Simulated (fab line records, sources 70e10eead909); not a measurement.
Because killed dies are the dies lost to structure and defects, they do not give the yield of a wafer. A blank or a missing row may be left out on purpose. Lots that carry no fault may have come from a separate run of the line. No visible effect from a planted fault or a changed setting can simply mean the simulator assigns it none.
A lot that was struck, set against a sound lot || flow nand harc || 15 steps out of a route of 1302
Sound: the wafers L464.3, L464.5, L464.6. Struck: wafer L474.4. (L474.3, L474.5 of the same lot were not struck and are left out.) The cause comes at the end.
Each step with rows lists, per side, the tool, then ch with its chambers, then its first start. Under that, the readings that differ: sound wafers || struck wafers || difference of the means || sigmas: that difference in standard deviations of wafers without a fault.
alike: readings with means less than 2 such deviations apart, plus words and numbers identical on both sides. not compared: withheld readings, readings lacking a value on some wafer, bounds such as >300 that could conceal the same value, and numbers that have no deviation in the record and whose values overlap.
The two part at a step that has a row with sigmas, a row that says differs or no value, or rows on one side only. Numbers that have no deviation but don't overlap get no sigmas and don't part them. A reading missing from all wafers of one side parts the sides only when that side holds two or more wafers.

first, 1 step without rows for these wafers: NHARC_P_M0_DEVELOP_08 (develop time 35 s).
NHARC_P_M0_CD_MEAS_09: the cd target is 90 nm.
  sound on cd sem-01 ch 0, day 5 21:13; struck on cd sem-03 ch 0, day 10 06:32
  alike: cd nm
NHARC_P_M0_OVL_MEAS_10: pitch 180 nm.
  sound on overlay-02 at day 5 21:18; struck on overlay-01 at day 10 06:37
{"reading": "overlay y nm (nm)", "sound": "0.9 0.4 0.9", "struck": -1.1, "difference": -1.8, "sigmas": -2}
  alike: overlay x nm
NHARC_P_M0_INSPECT_11:
  sound on defect inspect-02 at day 5 21:20; struck on defect inspect-01 at day 10 06:39
  alike: raw defect count
then, 1 step without rows for these wafers: NHARC_P_M0_DESCUM_14 (chemistry O2, time 3 s).
NHARC_P_M0_ETCH_34: etches the open film in N2/H2, target depth 40 nm, overetch 12 nm, time 43.94 s.
  sound on rie diel-01 ch 1,2, day 5 21:32; struck on rie diel-01 ch 3, day 10 06:49
  alike: bias w, drypump motor current A, oes product au, rf vpp V, showerhead plenum p Torr, throttle valve pct
  not compared: rf hours counter h
NHARC_P_M0_ETCH_15: etches the open film in C4F8/Ar, target depth 150 nm, overetch 15 nm, time 82.5 s.
  sound: rie diel-01 ch 1,2,3; struck: rie diel-01 ch 3
{"reading": "bias w (W)", "sound": "299.7 301.1 299.9", "struck": 298.3, "difference": -1.9, "sigmas": -2}
  alike: oes product au, rf vpp V
  not compared: rf hours counter h
NHARC_P_M0_CD_MEAS_16:
  sound on cd sem-01 at day 5 21:46; struck on cd sem-02 at day 10 07:04
  alike: cd nm
then, 2 steps without rows for these wafers: NHARC_P_M0_STRIP_18 (strips in N2/H2); NHARC_P_M0_STRIP_19 (strips in post etch residue remover, time 600 s).
NHARC_P_M0_DEGAS_28: time 60 s.
  sound on pvd sputter-02 at day 5 22:23; struck on pvd sputter-02 at day 10 07:44
  alike: heater power w
NHARC_P_M0_PRE_CLEAN_29: time 30 s.
  sound on pvd sputter-02; struck on pvd sputter-02
  alike: heater power w
NHARC_P_M0_PVD_20: deposits TaN, target thk 5 nm, time 8.06 s.
  sound on pvd sputter-02 at day 5 22:32; struck on pvd sputter-02 at day 10 07:51
{"reading": "time s (s)", "sound": "8.06 8.06 8.06", "struck": 6.0302, "difference": -2.0298, "sigmas": ""}
  alike: throttle valve pct
NHARC_P_M0_PVD_21: deposits Cu, target thk 30 nm, time 20.49 s.
  sound on pvd sputter-02; struck on pvd sputter-02
  alike: throttle valve pct
  not compared: time s
-- record jumps: 19 days between struck wafers' starts before vs after; left off in module P_M0, resumes in module END, first step shown is number 1302 of the route --
NHARC_END_SORT_01:
  here the record holds rows for the struck wafers (prober-01 ch 0, day 29 07:59) but none for the sound ones

== WHERE THEY PART ==
Last at NHARC_END_SORT_01 as far as this record goes, first at NHARC_P_M0_OVL_MEAS_10.

WHY: the cause the simulator had injected
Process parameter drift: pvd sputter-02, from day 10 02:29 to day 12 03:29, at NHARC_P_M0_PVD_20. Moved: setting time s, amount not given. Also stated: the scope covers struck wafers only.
